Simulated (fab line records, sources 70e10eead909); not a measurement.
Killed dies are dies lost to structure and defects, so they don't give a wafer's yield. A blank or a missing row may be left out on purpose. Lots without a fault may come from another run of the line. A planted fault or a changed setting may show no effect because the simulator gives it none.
Chamber matching | flow nand_harc | NHARC_A_STAIRCASE_DEP_151 on pecvd-02: 3 sister chambers
The step deposits SiO2, target thk 3800 nm. 16 wafers are shown with their chamber, then 8 later ones without.

WAFERS WITH THEIR CHAMBER
wafer  | chamber | heater_power_w (W)
L075.1 | 1       | 752
L075.2 | 1       | 593
L075.6 | 1       | 575
L076.2 | 2       | 655
L076.3 | 0       | 812
L076.6 | 1       | 609
L076.1 | 1       | 701
L076.4 | 0       | 671
L076.5 | 2       | 578
L077.3 | 1       | 696
L077.4 | 1       | 585
L077.5 | 2       | 593
L082.1 | 1       | 622
L082.3 | 0       | 749
L082.5 | 1       | 594
L089.4 | 0       | 686

SIGNATURES (means of the wafers above)
reading        | chamber 0 | chamber 1 | chamber 2 | scatter within a chamber
heater_power_w | 729.50    | 636.33    | 608.67    | 60.7
Rule: a wafer's distance from a chamber is the root of the sum, over the readings, of the square of ((its reading less the chamber's mean) divided by the reading's scatter). The wafer belongs to the nearest chamber; if the next one is less than 2 further off, it can't be placed. The scatter: the root of (the sum of the squares of (reading less its chamber's mean) over the shown wafers, divided by (wafers less chambers)).

WAFERS WITHOUT THEIR CHAMBER
wafer  | heater_power_w (W)
L089.5 | 596
L089.6 | 530
L093.1 | 718
L093.2 | 624
L093.3 | 747
L091.1 | 705
L091.3 | 645
L091.6 | 691

WHICH CHAMBER EACH WENT THROUGH
wafer  | from the rows above          | in truth
L089.5 | can't be placed: 2 or 1 or 0 | 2
L089.6 | can't be placed: 2 or 1 or 0 | 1
L093.1 | can't be placed: 0 or 1 or 2 | 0
L093.2 | can't be placed: 1 or 2 or 0 | 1
L093.3 | can't be placed: 0 or 1 or 2 | 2
L091.1 | can't be placed: 0 or 1 or 2 | 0
L091.3 | can't be placed: 1 or 2 or 0 | 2
L091.6 | can't be placed: 0 or 1 or 2 | 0
Placed correctly: 0 of 8. Can't be placed from these rows: 8 (the true chamber is among the candidates in 8). Placed wrongly: 0.
